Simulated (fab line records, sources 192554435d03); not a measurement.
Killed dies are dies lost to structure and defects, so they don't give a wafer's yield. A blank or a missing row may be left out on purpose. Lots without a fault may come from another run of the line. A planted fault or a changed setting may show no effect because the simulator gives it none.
fab line records | flow n5_finfet
record lots=11 wafers=33 last_day=19
route steps=1938 shown BEOL_M1@828 TV_LITHO@1883 PAD_METAL@1894 PASSIVATION@1929
lots that met no fault: from a run of the same line without faults
start_h: hours from the record's first day to the start of the lot's first wafer shown | wait_h: hours since the lot's step before | " the same as in the row above | L1.1+2: a row that stands for several wafers | - no value, or no start given | * or withheld: withheld | < > ~ a bound
route shown NAME@n: a module of which the file shows steps, and the number in the route of the first | usual: mean/standard deviation of fault-free wafers | same: alike in all rows | chamber/n: place in a boat | sites: the reading at each site | _std_site: their standard deviation | _edge_site: outer sites' mean less inner sites' | radius_mm: how far each site lies from the wafer's centre | mask NAME#n: copy n | behind: the tool/chamber that last shaped the wafer | hold: why the lot was held/for how many hours/how that ended | device: the transistor (n, p or np) that didn't switch | end of line: the same wafers' tests at the end of the route | a step without rows: its recipe alone | killed: dies lost to structure and defects at the first sort, not the wafer's yield | map: a wafer's dies, x killed, . not, _ none there
set.NAME: the setting as run; set.NAME@STEP: as run at that earlier step | model.NAME: the simulator's own value behind a step, which no gauge read
steps of the route over a sample of lots; a table a step, a row a wafer
services: from which hour (start_h, from the record's first day; less than 0 if before it) a tool's chamber was out of use, for how many hours, and why
## steps
# step N5_BEOL_M1_SPUTTER_94
# recipe material=Cu target_thk_a=45 temp_c=-20 chamber_pressure_pa=0.07 power_w=withheld time_s=8.29
# usual throttle_valve_pct=30.1/1.4
# columns lot.wafer tool chamber start_h wait_h throttle_valve_pct
L739.1 pvd_sputter-02 - 150.26 0.1 28.2
L739.3 " - " " 30.9
L739.6 " - " " 30.0
L740.2 pvd_sputter-01 - 150.52 0.1 31.3
L740.3 " - " " 33.3
L740.5 " - " " 29.5
L742.1 pvd_sputter-03 - 161.31 0.1 29.9
L742.4 " - " " 28.1
L742.6 " - " " 29.7
L743.1 pvd_sputter-02 - 164.63 0.1 28.2
L743.2 " - " " 30.8
L743.4 " - " " 29.9
L744.1 pvd_sputter-01 - 176.27 0.1 33.3
L744.3 " - " " 29.3
L744.4 " - " " 31.4
L745.2 pvd_sputter-02 - 180.31 0.1 30.2
L745.4 " - " " 30.3
L745.6 " - " " 30.4
L746.1 pvd_sputter-02 - 190.40 0.1 28.0
L746.4 " - " " 30.0
L746.6 " - " " 30.3
L751.3 pvd_sputter-01 - 207.81 0.1 33.4
L751.4 " - " " 31.4
L751.5 " - " " 29.2
L752.1 pvd_sputter-01 - 213.57 0.1 29.6
L752.2 " - " " 31.5
L752.5 " - " " 31.3
L760.1 pvd_sputter-03 - 265.33 0.1 28.0
L760.3 " - " " 30.8
L760.4 " - " " 28.2
L761.1 pvd_sputter-03 - 271.72 0.1 28.3
L761.3 " - " " 30.6
L761.6 " - " " 28.2
# step N5_PASSIVATION_CD_MEAS_10
# recipe target_cd_nm=3000 landing_energy_ev=500 detector=se_inlens
# usual cd_nm=3000.3/2.1
# same landing_energy_ev=500
# columns lot.wafer tool chamber start_h wait_h cd_nm
L739.1 cd_sem-02 0 309.78 - 3000.4
L739.3 " 0 " " 3001.8
L739.6 " 0 " " 2998.9
L740.2 cd_sem-03 0 314.90 - 3005.3
L740.3 " 0 " " 3006.1
L740.5 " 0 " " 3001.2
L742.1 cd_sem-03 0 329.42 - 3001.3
L742.4 " 0 " " 3001.7
L742.6 " 0 " " 2997.6
L745.2 cd_sem-02 0 338.84 - 3002.0
L745.4 " 0 " " 3000.9
L745.6 " 0 " " 3000.3
L743.1 cd_sem-02 0 342.02 - 2998.3
L743.2 " 0 " " 2999.9
L743.4 " 0 " " 3000.5
L744.1 cd_sem-03 0 342.15 - 2998.3
L744.3 " 0 " " 2998.9
L744.4 " 0 " " 2998.8
L746.1 cd_sem-03 0 351.32 - 2998.3
L746.4 " 0 " " 2998.0
L746.6 " 0 " " 2999.0
L751.3 cd_sem-03 0 377.41 - 2998.5
L751.4 " 0 " " 2999.4
L751.5 " 0 " " 2999.1
L752.1 cd_sem-01 0 399.93 - 3000.2
L752.2 " 0 " " 3000.7
L752.5 " 0 " " 2997.4
L760.1 cd_sem-03 0 431.71 - 3002.4
L760.3 " 0 " " 2999.5
L760.4 " 0 " " 3000.2
L761.1 cd_sem-02 0 441.89 - 2997.6
L761.3 " 0 " " 2998.5
L761.6 " 0 " " 3000.0
# step N5_PASSIVATION_PRE_CLEAN_19
# recipe gas=H2/He time_s=* temp_c=*
# usual heater_power_w=440/55
# columns lot.wafer tool chamber start_h wait_h heater_power_w
L739.1 pvd_sputter-01 - 311.26 0.0 491
L739.3 " - " " 359
L739.6 " - " " 372
L740.2 pvd_sputter-03 - 315.90 0.0 463
L740.3 " - " " 423
L740.5 " - " " 414
L742.1 pvd_sputter-01 - 330.82 0.0 423
L742.4 " - " " 365
L742.6 " - " " 432
L745.2 pvd_sputter-02 - 340.38 0.0 428
L745.4 " - " " 362
L745.6 " - " " 367
L743.1 pvd_sputter-02 - 342.86 0.0 428
L743.2 " - " " 451
L743.4 " - " " 491
L744.1 pvd_sputter-01 - 343.54 0.0 417
L744.3 " - " " 542
L744.4 " - " " 497
L746.1 pvd_sputter-01 - 352.02 0.0 525
L746.4 " - " " 430
L746.6 " - " " 528
L751.3 pvd_sputter-01 - 378.62 0.0 541
L751.4 " - " " 370
L751.5 " - " " 368
L752.1 pvd_sputter-01 - 401.25 0.0 422
L752.2 " - " " 372
L752.5 " - " " 356
L760.1 pvd_sputter-02 - 432.94 0.0 416
L760.3 " - " " 369
L760.4 " - " " 440
L761.1 pvd_sputter-02 - 444.79 0.0 416
L761.3 " - " " 478
L761.6 " - " " 360
# step N5_PASSIVATION_PASS_ETCH_47
# recipe chemistry=CF4/O2 target=SiNx target_depth_a=7700 time_s=385 ion_energy_ev=100 pressure_mtorr=40 source_w=535 bias_w=49 Ar_flow_sccm=100 cf4_flow_sccm=100 O2_flow_sccm=10
# usual chamber_pressure_mTorr=40.00/0.037 drypump_motor_current_A=5.8/0.44 oes_product_au=0.81/0.054 rf_vpp_V=245/4.8 showerhead_plenum_p_Torr=2.22/0.099 throttle_valve_pct=15.85/0.24
# columns lot.wafer tool chamber start_h wait_h chamber_pressure_mTorr drypump_motor_current_A oes_product_au rf_hours_counter_h rf_vpp_V showerhead_plenum_p_Torr throttle_valve_pct
L739.1 rie_diel-03 3 315.19 0.0 39.98 6.4 0.68 235 249 2.17 15.83
L739.3 " 1 " " 39.92 5.4 0.82 100 247 2.30 15.86
L739.6 " 3 " " 40.06 6.4 0.68 - 250 2.17 15.84
L740.2 rie_diel-01 0 318.51 0.0 39.99 5.6 0.81 71 243 2.14 15.83
L740.3 " 2 " " 39.97 5.1 0.85 57 250 2.14 15.64
L740.5 " 0 " " 40.07 5.6 0.81 - 243 2.14 15.84
L742.1 rie_diel-05 3 333.54 0.0 40.00 5.5 0.87 35 243 2.25 15.87
L742.4 " 1 " " 40.03 5.5 0.83 67 237 2.16 15.83
L742.6 " 1 " " 39.96 5.5 0.83 - 236 2.16 15.84
L745.2 rie_diel-05 0 343.04 0.0 39.97 5.5 0.74 170 236 2.02 16.23
L745.4 " 2 " " 39.96 5.6 0.78 114 247 2.30 15.84
L745.6 " 0 " " 39.98 5.5 0.74 - 235 2.02 16.21
L743.1 rie_diel-03 3 345.53 0.0 40.04 6.5 0.67 249 248 2.16 15.86
L743.2 " 1 " " 39.95 5.4 0.81 112 247 2.29 15.88
L743.4 " 2 " " 39.99 5.6 0.87 33 248 2.33 15.75
L744.1 rie_diel-03 3 346.12 0.0 39.98 6.4 0.67 249 249 2.16 15.85
L744.3 " 1 " " 40.04 5.4 0.80 113 248 2.29 15.88
L744.4 " 0 " " 40.01 5.7 0.86 50 246 2.34 15.57
L746.1 rie_diel-03 0 354.75 0.0 39.97 5.6 0.85 54 248 2.33 15.58
L746.4 " 1 " " 40.00 5.5 0.81 - 248 2.29 15.87
L746.6 " 2 " " 40.03 5.6 0.87 - 246 2.33 15.75
L751.3 rie_diel-01 3 381.25 0.0 40.04 6.5 0.79 111 248 2.33 16.24
L751.4 " 3 " " 40.03 6.5 0.79 - 249 2.33 16.25
L751.5 " 2 " " 39.97 5.1 0.81 - 250 2.13 15.68
L752.1 rie_diel-01 2 404.12 0.0 40.03 5.1 0.81 93 248 2.13 15.69
L752.2 " 1 " " 40.03 5.8 0.79 148 238 2.13 15.85
L752.5 " 2 " " 40.00 5.1 0.81 - 250 2.13 15.67
L760.1 rie_diel-01 2 435.42 0.0 40.08 5.1 0.80 105 248 2.13 15.71
L760.3 " 3 " " 40.00 6.5 0.77 136 247 2.32 16.28
L760.4 " 3 " " 40.01 6.5 0.77 - 247 2.32 16.29
L761.1 rie_diel-03 1 447.78 0.0 39.97 5.4 0.77 150 247 2.28 15.96
L761.3 " 3 " " 39.97 6.5 0.89 29 249 2.15 15.42
L761.6 " 3 " " 40.00 6.5 0.89 - 251 2.15 15.43
# step N5_PASSIVATION_PROBE_49
# usual defect_limited_yield=91.0/1.4 killed_at_M0_to_M3=33/11 killed_at_M4_up=14/5 killed_at_contacts=11/7.3 killed_at_front_end=43/12 killed_at_other=4/3.1 killed_dies=106/17 killed_on_rim=14/3.8 killed_open=69/13 killed_short=34/8.7 sort_bin_5_function=5.2/0.96 sort_bin_6_memory=3.3/0.66 sort_n_pass=1074/17 sort_yield_pct=91.0/1.4
# same gross_dies=1180 killed_at_back_side=0 sort_bin_4_leakage[%]=0 sort_bin_8_speed[%]=0
# columns lot.wafer tool chamber start_h wait_h defect_limited_yield[%] killed_at_M0_to_M3 killed_at_M4_up killed_at_contacts killed_at_front_end killed_at_other killed_dies killed_on_rim killed_open killed_short sort_bin_5_function[%] sort_bin_6_memory[%] sort_n_pass sort_yield_pct[%]
L746.1 prober-01 - 357.76 0.0 90.3 36 13 9 53 3 114 15 73 38 6.3 2.8 1066 90.3
L746.4 prober-01 - 357.91 0.2 91.4 31 13 7 45 6 102 9 60 42 4.7 3.6 1078 91.4
L746.6 prober-01 - 358.01 0.3 89.0 54 11 5 56 4 130 15 84 44 6.6 4.1 1050 89.0
L751.3 prober-02 - 384.38 0.1 91.7 27 5 17 43 6 98 12 59 39 4.4 3.3 1082 91.7
L751.4 prober-02 - 384.43 0.2 92.0 21 10 15 41 7 94 12 58 35 4.4 3.4 1086 92.0
L751.5 prober-02 - 384.48 0.2 84.0 124 9 13 38 5 189 25 74 31 9.2 5.1 991 84.0
L752.1 prober-02 - 407.13 0.0 84.7 110 10 26 32 2 180 24 75 27 9.1 4.3 1000 84.7
L752.2 prober-02 - 407.18 0.1 88.3 27 16 31 60 4 138 14 102 30 6.3 4.7 1042 88.3
L752.5 prober-02 - 407.33 0.2 88.5 25 19 51 36 5 136 20 104 26 7.5 3.5 1044 88.5
# killed by level:class
L746.1 STI_FIN_REVEAL:geometric_particle:open=16 BEOL_M0_SAQP:geometric_particle:short=11 DUMMY_GATE:geometric_particle:open=10 BEOL_M1:geometric_particle:open=8 MOL_CONTACT_COAG:geometric_particle:open=6 BEOL_M2:geometric_particle:open=6 FIN_SAQP:geometric_particle:short=5 STARTING-WAFER:geometric_particle:short=5
L746.4 FIN_SAQP:geometric_particle:open=10 FIN_SAQP:geometric_particle:short=9 STI_FIN_REVEAL:geometric_particle:open=9 BEOL_M0_SAQP:geometric_particle:short=7 BEOL_M2:geometric_particle:open=6 BEOL_M0_SAQP:geometric_particle:open=5 MOL_CONTACT_COAG:geometric_particle:open=4 GATE_CUT:geometric_particle:short=4
L746.6 BEOL_M0_SAQP:geometric_particle:open=18 BEOL_M0_SAQP:geometric_particle:short=16 FIN_SAQP:geometric_particle:open=13 DUMMY_GATE:geometric_particle:open=10 FIN_SAQP:geometric_particle:short=9 STI_FIN_REVEAL:geometric_particle:open=6 BEOL_M1:geometric_particle:open=6 BEOL_M0:geometric_particle:open=5
L751.3 BEOL_M0_SAQP:geometric_particle:short=14 MOL_CONTACT_COAG:geometric_particle:open=14 STI_FIN_REVEAL:geometric_particle:open=11 FIN_SAQP:geometric_particle:open=10 FIN_SAQP:geometric_particle:short=5 STI_FIN_REVEAL:geometric_particle:short=4 DUMMY_GATE:geometric_particle:open=4 BEOL_M0_SAQP:geometric_particle:open=4
L751.4 MOL_CONTACT_COAG:geometric_particle:open=13 FIN_SAQP:geometric_particle:open=10 STI_FIN_REVEAL:geometric_particle:open=10 FIN_SAQP:geometric_particle:short=6 BEOL_M1:geometric_particle:open=6 BEOL_M0_SAQP:geometric_particle:short=5 STI_FIN_REVEAL:geometric_particle:short=4 GATE_CUT:geometric_particle:short=4
L751.5 BEOL_M1:unspecified=84 STI_FIN_REVEAL:geometric_particle:open=13 BEOL_M0_SAQP:geometric_particle:open=12 MOL_CONTACT_COAG:geometric_particle:open=11 BEOL_M0_SAQP:geometric_particle:short=11 FIN_SAQP:geometric_particle:open=9 BEOL_M1:geometric_particle:open=6 BEOL_M1:geometric_particle:short=5
L752.1 BEOL_M1:unspecified=76 MOL_CONTACT_COAG:geometric_particle:open=20 STI_FIN_REVEAL:geometric_particle:open=14 BEOL_M1:geometric_particle:open=9 BEOL_M0_SAQP:geometric_particle:open=9 MOL_CONTACT_COAG:geometric_particle:short=6 STI_FIN_REVEAL:geometric_particle:short=5 BEOL_M2:geometric_particle:short=5
L752.2 MOL_CONTACT_COAG:geometric_particle:open=26 STI_FIN_REVEAL:geometric_particle:open=24 BEOL_M0_SAQP:geometric_particle:open=7 FIN_SAQP:geometric_particle:open=6 BEOL_M0_SAQP:geometric_particle:short=6 HKMG_FIN:area_etch=6 FIN_SAQP:geometric_particle:short=5 STI_FIN_REVEAL:geometric_particle:short=5
L752.5 MOL_CONTACT_COAG:geometric_particle:open=44 BEOL_M4:geometric_particle:open=12 FIN_SAQP:geometric_particle:open=9 STI_FIN_REVEAL:geometric_particle:open=8 MOL_CONTACT_COAG:geometric_particle:short=7 BEOL_M0_SAQP:geometric_particle:short=5 BEOL_M1:geometric_particle:open=5 HKMG_FIN:area_etch=5
## services
# columns tool chamber start_h hours kind
rie_diel-03 0 138.30 - clean
rie_diel-03 0 138.30 - consumable_replace:focus_ring
rie_diel-03 0 138.30 - consumable_replace:showerhead
rie_diel-03 0 138.30 41.9 scheduled_down
rie_diel-03 0 138.30 41.9 vent_cycle
rie_diel-03 2 165.53 5.8 repair
rie_diel-05 0 191.10 10.4 repair
rie_diel-01 2 193.46 18.9 repair
rie_diel-03 2 206.92 7.6 repair
rie_diel-03 2 243.45 - clean
rie_diel-03 2 243.45 - consumable_replace:focus_ring
rie_diel-03 2 243.45 - consumable_replace:showerhead
rie_diel-03 2 243.45 24.1 scheduled_down
rie_diel-03 2 243.45 24.1 vent_cycle
rie_diel-03 - 255.51 15.6 pm
rie_diel-05 - 266.94 15.6 pm
rie_diel-01 - 288.94 2.8 pm
rie_diel-05 0 293.56 3.4 repair
pvd_sputter-03 - 353.36 1.1 repair
pvd_sputter-03 - 355.01 3.2 repair
rie_diel-05 2 381.55 8.7 repair
rie_diel-01 2 385.76 11.6 repair
rie_diel-01 2 437.56 4.9 repair
rie_diel-05 3 444.32 3.9 repair
## key
first_sign step=N5_PASSIVATION_PROBE_49 reading=killed_at_M0_to_M3 direction=up sigmas=7.8 usual=33 struck=117
effect step=N5_PASSIVATION_PROBE_49 reading=defect_limited_yield direction=down sigmas=4.7 usual=91.0 struck=84.4
more_kills_born_at N5_BEOL_M1_SPUTTER_94@pvd_sputter-01=160
met_at N5_BEOL_M1_SPUTTER_94
struck_lots L751,L752
struck_wafers L751.5,L752.1
not_acting_at N5_PASSIVATION_CD_MEAS_10,N5_PASSIVATION_PRE_CLEAN_19,N5_PASSIVATION_PASS_ETCH_47
onset_between 176.27 207.81
fault kind=chamber_particle_source tool=pvd_sputter-01 chamber=- onset_h=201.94 steps=N5_BEOL_M1_SPUTTER_94 rate_per_visit_cm2=0.78691 end_h=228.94 scope=struck_wafers_only
